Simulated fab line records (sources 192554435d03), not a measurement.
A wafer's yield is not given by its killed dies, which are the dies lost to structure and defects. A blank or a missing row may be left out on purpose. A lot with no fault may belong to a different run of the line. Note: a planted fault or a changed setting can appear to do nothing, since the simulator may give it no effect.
fab line records    flow n5Finfet
[record] lots = 11  wafers = 30  lastDay = 18
route steps=1938 shown GATE_CUT@493 PASSIVATION@1936
lots that met no fault: taken from a fault-free run of the same line
startH: hours from the record's first day to the start of the lot's first wafer shown    waitH: hours elapsed since this lot's preceding step    " unchanged from the row above    L1.1+2: a row that stands for several wafers    - either no value or no given start    * or withheld: withheld    < > ~ a bound
route shown NAME@n: NAME is a module with steps in the file, n the number in the route of the first one    usual: mean and standard deviation over wafers with no fault    same: alike in all rows    chamber/n: place in a boat    sites: per-site readings    _std_site: the values' standard deviation    _edge_site: outer sites' mean less inner sites'    radiusMm: for every site, how far away it sits from the centre of the wafer    mask NAME#n: copy n    behind: the tool/chamber that last shaped the wafer    hold: the reason the lot was held/the length of the hold in hours/how it ended    device: the n, p or np transistor that did not switch    end of line: at the end of the route, the tests of the same wafers    a step without rows: its recipe alone    killed: the dies lost at the first sort to structure and to defects; this is not the yield of the wafer    map: shows each die of a wafer: x if killed, . if not, _ if none is there
set.NAME: the setting that was run; set.NAME@STEP: the one run at that earlier step    model.NAME: the simulator's own value behind a step, which no gauge read
one table for each step of the route and one row for each wafer, over a sample of lots
services: a tool's chamber out of use, with start hour (startH, from the record's first day; less than 0 if before it), hours out, and reason
[[steps]]
[step N5_GATE_CUT_ETCH_37]
[recipe] chemistry = N2/H2  target = SOC  targetDepthA = 600  overetchA = 120  maskMaterial = SiARC  tempC = 40  timeS = 90  ionEnergyEv = 200  pressureMtorr = 30  sourceW = 840  biasW = 150  n2FlowSccm = 200  h2FlowSccm = 200
[usual] drypumpMotorCurrentA = 5.7/0.3  oesProductAu = 0.67/0.065  rfVppV = 523.8/2.5  showerheadPlenumPTorr = 2.54/0.089  throttleValvePct = 17.90/0.21
lot.wafer  tool        chamber  startH  waitH  drypumpMotorCurrentA  oesProductAu  rfHoursCounterH  rfVppV  showerheadPlenumPTorr  throttleValvePct
L199.3     rieDiel-02  0        83.03   0.0    5.3                   0.68          158              519.6   2.44                   17.87
L199.4     "           2        "       "      5.7                   0.63          211              527.5   2.64                   18.01
L199.5     "           0        "       "      5.3                   0.67          -                521.5   2.44                   17.87
L200.3     rieDiel-04  3        87.71   0.0    5.5                   0.65          195              522.3   2.42                   18.12
L200.4     "           0        "       "      5.7                   0.67          158              524.1   2.53                   18.02
L200.6     "           3        "       "      5.5                   0.65          -                520.7   2.42                   18.11
L202.1     rieDiel-04  0        102.14  0.0    5.7                   0.66          161              523.2   2.52                   18.03
L202.3     "           2        "       "      5.8                   0.62          222              523.5   2.53                   17.89
L202.6     "           2        "       "      5.7                   0.63          -                522.8   2.53                   17.88
L203.1     rieDiel-05  0        108.87  0.0    5.3                   0.68          150              522.9   2.53                   17.61
L203.4     "           3        "       "      6.3                   0.61          240              520.2   2.41                   18.33
L203.5     "           0        "       "      5.3                   0.67          -                524.4   2.53                   17.65
L204.1     rieDiel-05  1        114.85  0.0    5.1                   0.81          16               525.0   2.60                   17.54
L204.3     "           0        "       "      5.3                   0.67          150              523.0   2.53                   17.64
L207.4     rieDiel-02  3        131.56  0.0    5.5                   0.61          242              522.3   2.50                   18.19
L207.5     "           1        "       "      5.8                   0.61          -                526.7   2.64                   17.84
L210.2     rieDiel-02  0        153.70  0.0    5.3                   0.65          181              520.6   2.43                   17.92
L210.3     "           1        "       "      5.8                   0.61          226              526.9   2.63                   17.86
L210.5     "           3        "       "      5.4                   0.61          -                522.6   2.50                   18.19
L218.2     rieDiel-04  0        200.90  0.0    5.7                   0.65          192              523.3   2.51                   18.07
L218.6     "           1        "       "      5.9                   0.64          -                525.4   2.66                   17.88
L220.4     rieDiel-04  1        212.91  0.0    5.9                   0.64          180              526.3   2.66                   17.89
L220.5     "           2        "       "      5.7                   0.86          -                522.9   2.51                   17.55
L220.6     "           1        "       "      5.9                   0.64          -                526.6   2.66                   17.89
L221.1     rieDiel-02  3        217.46  0.0    5.5                   0.84          3                522.4   2.49                   17.78
L221.3     "           0        "       "      5.3                   0.65          193              519.6   2.43                   17.91
L221.5     "           0        "       "      5.3                   0.65          -                520.9   2.43                   17.95
L222.2     rieDiel-05  2        224.04  0.0    5.9                   0.65          167              523.3   2.52                   17.56
L222.3     "           3        "       "      6.3                   0.83          12               527.7   2.72                   17.90
L222.6     "           2        "       "      5.9                   0.65          -                523.5   2.52                   17.56
[step N5_GATE_CUT_STRIP_41]
[recipe] chemistry = CF4  resist = SiARC  powerW = 300  biasPowerW = 75  pressureMtorr = 50  cf4FlowSccm = 150  rfFrequencyHz = 6e+07
[usual] drypumpMotorCurrentA = 5.68/0.3  oesProductAu = 0.173/0.017  rfVppV = 271.2/1.4  showerheadPlenumPTorr = 1.79/0.056  throttleValvePct = 13.68/0.22
lot.wafer  tool        chamber  startH  waitH  drypumpMotorCurrentA  oesProductAu  rfHoursCounterH  rfVppV  showerheadPlenumPTorr  throttleValvePct
L199.3     rieDiel-02  0        83.17   0.0    5.32                  0.177         158              268.9   1.74                   13.73
L199.4     "           2        "       "      5.65                  0.167         211              273.2   1.84                   13.61
L199.5     "           0        "       "      5.30                  0.182         -                269.5   1.74                   13.75
L200.3     rieDiel-04  3        87.86   0.0    5.52                  0.165         195              269.6   1.72                   13.92
L200.4     "           0        "       "      5.69                  0.169         158              270.1   1.78                   13.84
L200.6     "           3        "       "      5.51                  0.175         -                270.1   1.71                   13.93
L202.1     rieDiel-04  0        102.29  0.0    5.71                  0.169         161              269.3   1.78                   13.85
L202.3     "           2        "       "      5.74                  0.162         222              269.6   1.77                   13.63
L202.6     "           2        "       "      5.76                  0.163         -                270.5   1.77                   13.64
L203.1     rieDiel-05  0        109.01  0.0    5.32                  0.178         150              271.6   1.79                   13.53
L203.4     "           3        "       "      6.33                  0.151         240              270.2   1.70                   14.00
L203.5     "           0        "       "      5.33                  0.179         -                270.9   1.79                   13.53
L204.1     rieDiel-05  1        115.00  0.0    5.08                  0.212         16               272.0   1.85                   13.37
L204.3     "           0        "       "      5.33                  0.171         150              271.7   1.79                   13.51
L207.4     rieDiel-02  3        131.71  0.0    5.47                  0.159         242              270.1   1.76                   13.99
L207.5     "           1        "       "      5.85                  0.159         -                271.4   1.83                   13.59
L210.2     rieDiel-02  0        153.84  0.0    5.32                  0.167         181              268.9   1.73                   13.80
L210.3     "           1        "       "      5.83                  0.159         226              273.2   1.83                   13.61
L210.5     "           3        "       "      5.47                  0.150         -                271.2   1.76                   14.00
L218.2     rieDiel-04  0        201.05  0.0    5.68                  0.166         192              269.5   1.77                   13.93
L218.6     "           1        "       "      5.91                  0.170         -                272.7   1.86                   13.57
L220.4     rieDiel-04  1        213.06  0.0    5.96                  0.172         180              272.0   1.86                   13.59
L220.5     "           2        "       "      5.73                  0.222         -                271.6   1.76                   13.14
L220.6     "           1        "       "      5.93                  0.164         -                271.0   1.86                   13.60
L221.1     rieDiel-02  3        217.60  0.0    5.46                  0.205         3                270.2   1.76                   13.44
L221.3     "           0        "       "      5.29                  0.169         193              269.0   1.73                   13.83
L221.5     "           0        "       "      5.29                  0.170         -                270.5   1.73                   13.84
L222.2     rieDiel-05  2        224.19  0.0    5.91                  0.170         167              271.9   1.78                   13.41
L222.3     "           3        "       "      6.28                  0.215         12               273.3   1.90                   13.50
L222.6     "           2        "       "      5.85                  0.170         -                271.9   1.78                   13.44
[step N5_GATE_CUT_CMP_23]
[recipe] stopOn = SiO2  tOverpolishS = 23.4  postCmpClean = alkalineBrush  downForcePsi = 2.5  platenRpm = 51.8  padVelocityMS = 1.0307  targetThkNm = 16
[usual] headPressurePsi = 2.500/0.0052  motorCurrentA = 8.9/0.91  overpolishRunS = 23.400/0.01  platenRpm = 51.80/0.034  timeToEndpointS = 19.2/2.7
lot.wafer  tool    chamber  startH  waitH  headPressurePsi  motorCurrentA  overpolishRunS  platenRpm  timeToEndpointS
L199.4     cmp-04  0        85.89   0.8    2.497            7.7            23.407          51.81      14.1
L199.3     "       2        "       "      2.500            7.3            23.394          51.92      17.1
L199.5     "       3        "       "      2.503            10.5           23.399          51.81      13.9
L200.4     cmp-04  3        90.37   0.8    2.498            10.5           23.381          51.82      21.8
L200.3     "       1        "       "      2.498            9.7            23.399          51.80      16.7
L200.6     "       3        "       "      2.495            10.2           23.396          51.85      18.8
L202.1     cmp-01  3        104.43  0.8    2.492            7.9            23.407          51.80      17.9
L202.3     "       1        "       "      2.499            9.2            23.394          51.75      22.0
L202.6     "       2        "       "      2.491            8.2            23.420          51.85      20.8
L203.4     cmp-02  0        111.11  0.8    2.502            9.8            23.410          51.82      18.0
L203.1     "       1        "       "      2.501            8.3            23.390          51.79      17.6
L203.5     "       1        "       "      2.495            8.7            23.399          51.79      17.3
L204.1     cmp-01  0        117.17  0.8    2.503            9.9            23.413          51.83      22.7
L204.3     "       1        "       "      2.493            9.4            23.407          51.80      20.2
L207.4     cmp-01  3        133.88  0.8    2.497            7.9            23.403          51.80      16.0
L207.5     "       1        "       "      2.500            9.9            23.410          51.75      21.7
L210.2     cmp-01  1        157.06  0.8    2.494            9.3            23.403          53.89      20.8
L210.3     "       2        "       "      2.503            8.4            23.409          51.77      22.1
L210.5     "       0        "       "      2.496            10.1           23.397          51.77      21.9
L218.2     cmp-02  0        203.15  0.8    2.495            9.5            23.399          51.80      21.6
L218.6     "       0        "       "      2.495            9.8            23.383          51.82      22.0
L220.4     cmp-02  3        215.42  0.8    2.496            9.6            23.397          51.82      17.6
L220.5     "       3        "       "      2.488            10.1           23.404          51.78      19.1
L220.6     "       0        "       "      2.503            9.1            23.407          51.81      20.9
L221.3     cmp-01  2        219.74  0.8    2.499            8.2            23.405          51.79      20.6
L221.1     "       0        "       "      2.511            9.5            23.412          51.75      24.2
L221.5     "       1        "       "      2.487            9.4            23.403          51.75      21.8
L222.2     cmp-01  0        226.32  0.8    2.503            9.9            23.410          51.78      22.3
L222.3     "       2        "       "      2.495            8.3            23.387          51.83      22.0
L222.6     "       0        "       "      2.492            10.6           23.421          51.79      21.8
[step N5_GATE_CUT_CMP_61]
[recipe] stopOn = SiNx  tOverpolishS = 3  postCmpClean = alkalineBrush  downForcePsi = 4  platenRpm = 27.09  padVelocityMS = 0.539
[usual] headPressurePsi = 3.999/0.0083  motorCurrentA = 11.9/1.3  platenRpm = 27.089/0.017
lot.wafer  tool    chamber  startH  waitH  headPressurePsi  motorCurrentA  platenRpm
L199.3     cmp-04  2        86.73   0.4    3.994            10.4           27.104
L199.4     "       3        "       "      4.017            13.9           27.063
L199.5     "       1        "       "      3.990            11.7           27.101
L200.4     cmp-01  0        91.14   0.4    3.987            13.1           27.090
L200.3     "       2        "       "      3.991            10.9           27.103
L200.6     "       1        "       "      3.979            12.9           27.105
L202.3     cmp-02  2        105.20  0.4    4.009            12.4           27.072
L202.1     "       1        "       "      4.000            11.2           27.093
L202.6     "       3        "       "      4.017            12.6           27.086
L203.1     cmp-04  2        111.92  0.4    4.006            10.7           27.099
L203.4     "       0        "       "      4.004            10.1           27.108
L203.5     "       3        "       "      3.987            13.8           27.096
L204.1     cmp-01  2        118.07  0.4    3.994            11.1           27.078
L204.3     "       3        "       "      3.998            10.7           27.101
L207.4     cmp-01  3        134.67  0.3    3.997            10.7           27.064
L207.5     "       2        "       "      4.005            10.6           27.088
L210.2     cmp-01  2        157.83  0.4    4.014            10.3           27.116
L210.3     "       1        "       "      3.991            12.8           27.056
L210.5     "       3        "       "      4.010            11.0           27.112
L218.2     cmp-02  1        204.04  0.2    3.991            11.1           27.084
L218.6     "       3        "       "      4.008            12.9           27.092
L220.4     cmp-01  1        216.31  0.2    4.000            12.4           27.113
L220.5     "       2        "       "      4.000            10.9           27.088
L220.6     "       3        "       "      4.001            10.5           27.065
L221.1     cmp-02  1        220.51  0.4    4.005            11.3           27.102
L221.3     "       2        "       "      3.995            12.0           27.109
L221.5     "       2        "       "      3.990            12.8           27.101
L222.2     cmp-04  1        227.12  0.3    4.002            12.3           27.112
L222.3     "       2        "       "      3.994            10.5           27.117
L222.6     "       1        "       "      4.001            12.2           27.074
[step N5_PASSIVATION_PROBE_49]
[usual] killed_at_M0_to_M3 = 35/11  killed_at_M4_up = 14/5.4  killedAtContacts = 13/6  killedAtFrontEnd = 38/11  killedAtOther = 3.4/2.6  killedDies = 104/19  killedOpen = 68/13  killedShort = 34/8.5
[same] grossDies = 1180  killedAtBackSide = 0
lot.wafer  tool       chamber  startH  waitH  killed_at_M0_to_M3  killed_at_M4_up  killedAtContacts  killedAtFrontEnd  killedAtOther  killedDies  killedOpen  killedShort
L207.4     prober-01  -        331.64  0.2    25                  13               11                36                3              88          60          26
L207.5     prober-01  -        331.69  0.2    39                  9                17                36                4              105         63          41
L203.1     prober-01  -        353.79  0.0    28                  17               11                35                4              95          63          32
L203.4     prober-01  -        353.94  0.2    27                  13               13                24                1              78          52          26
L203.5     prober-01  -        353.99  0.2    14                  15               14                31                2              76          50          25
// killed by level:class
L207.4 FIN_SAQP:geometricParticle:open=11 MOL_CONTACT_COAG:geometricParticle:open=10 BEOL_M3:geometricParticle:open=7 BEOL_M2:geometricParticle:open=6 FIN_SAQP:geometricParticle:short=4 BEOL_M1:geometricParticle:open=4 BEOL_M3:geometricParticle:short=4 STI_FIN_REVEAL:geometricParticle:open=3
L207.5 MOL_CONTACT_COAG:geometricParticle:open=15 BEOL_M2:geometricParticle:open=9 BEOL_M3:geometricParticle:short=8 BEOL_M3:geometricParticle:open=7 FIN_SAQP:geometricParticle:open=5 GATE_CUT:geometricParticle:short=5 BEOL_M2:geometricParticle:short=5 FIN_SAQP:geometricParticle:short=4
L203.1 FIN_SAQP:geometricParticle:short=9 BEOL_M0_SAQP:geometricParticle:open=9 MOL_CONTACT_COAG:geometricParticle:open=8 STI_FIN_REVEAL:geometricParticle:open=7 BEOL_M4:geometricParticle:open=7 FIN_SAQP:geometricParticle:open=6 BEOL_M0_SAQP:geometricParticle:short=6 GATE_CUT:geometricParticle:open=6
L203.4 BEOL_M0_SAQP:geometricParticle:open=13 MOL_CONTACT_COAG:geometricParticle:open=12 BEOL_M0_SAQP:geometricParticle:short=7 BEOL_M4:geometricParticle:open=6 FIN_SAQP:geometricParticle:short=4 STI_FIN_REVEAL:geometricParticle:open=4 GATE_CUT:geometricParticle:short=4 BEOL_M1:geometricParticle:open=3
L203.5 MOL_CONTACT_COAG:geometricParticle:open=13 FIN_SAQP:geometricParticle:short=10 GATE_CUT:geometricParticle:open=7 BEOL_M4:geometricParticle:open=7 BEOL_M0_SAQP:geometricParticle:open=4 BEOL_M1:geometricParticle:open=4 STARTING-WAFER:geometricParticle:short=4 FIN_CUT:geometricParticle:open=3
[[services]]
tool        chamber  startH  hours  kind
cmp-01      -        91.85   1.7    repair
rieDiel-05  2        115.35  6.4    repair
cmp-04      -        116.23  0.2    repair
cmp-04      -        121.85  0.5    repair
rieDiel-04  3        129.24  4.7    repair
rieDiel-05  3        129.79  4.6    repair
cmp-02      -        131.24  4.0    pm
cmp-01      -        152.68  1.9    repair
cmp-02      -        156.04  6.4    pm
rieDiel-02  3        158.29  9.1    repair
cmp-02      -        183.32  16.4   pm
cmp-01      -        183.94  1.7    repair
cmp-04      -        185.89  8.7    pm
rieDiel-02  3        186.90  -      clean
rieDiel-02  3        186.90  -      consumableReplace:focusRing
rieDiel-02  3        186.90  19.3   scheduledDown
rieDiel-02  3        186.90  19.3   ventCycle
rieDiel-02  1        189.70  2.6    repair
rieDiel-04  2        193.49  -      clean
cmp-02      -        200.38  0.2    repair
cmp-01      -        200.65  5.8    pm
rieDiel-04  0        207.73  1.7    repair
cmp-01      -        213.24  2.2    repair
cmp-04      -        221.30  4.0    pm
[[key]]
[firstSign] step = N5_GATE_CUT_CMP_23  reading = platenRpm  direction = up  sigmas = 62  usual = 51.80  struck = 53.89
effect none on later readings
metAt N5_GATE_CUT_CMP_23
struckLots L210
struckWafers L210.2
testerLeftOut L210
notActingAt N5_GATE_CUT_ETCH_37,N5_GATE_CUT_STRIP_41,N5_GATE_CUT_CMP_61
onsetBetween 133.88 157.06
[fault] kind = processParameterDrift  tool = cmp-01  chamber = 1  onsetH = 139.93  steps = N5_GATE_CUT_CMP_23  channel = platenRpm  offset = 2.072  shape = step  endH = 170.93  actsIn = theseRecipesOnly  stated = 51.8
// testerLeftOut: of these lots the tester's yield and bins aren't shown, on N5 and GAA mostly nor the transistor test; their killed dies are dies lost to structure and defects alone, not to doping, threshold or leakage, so they don't give the yield
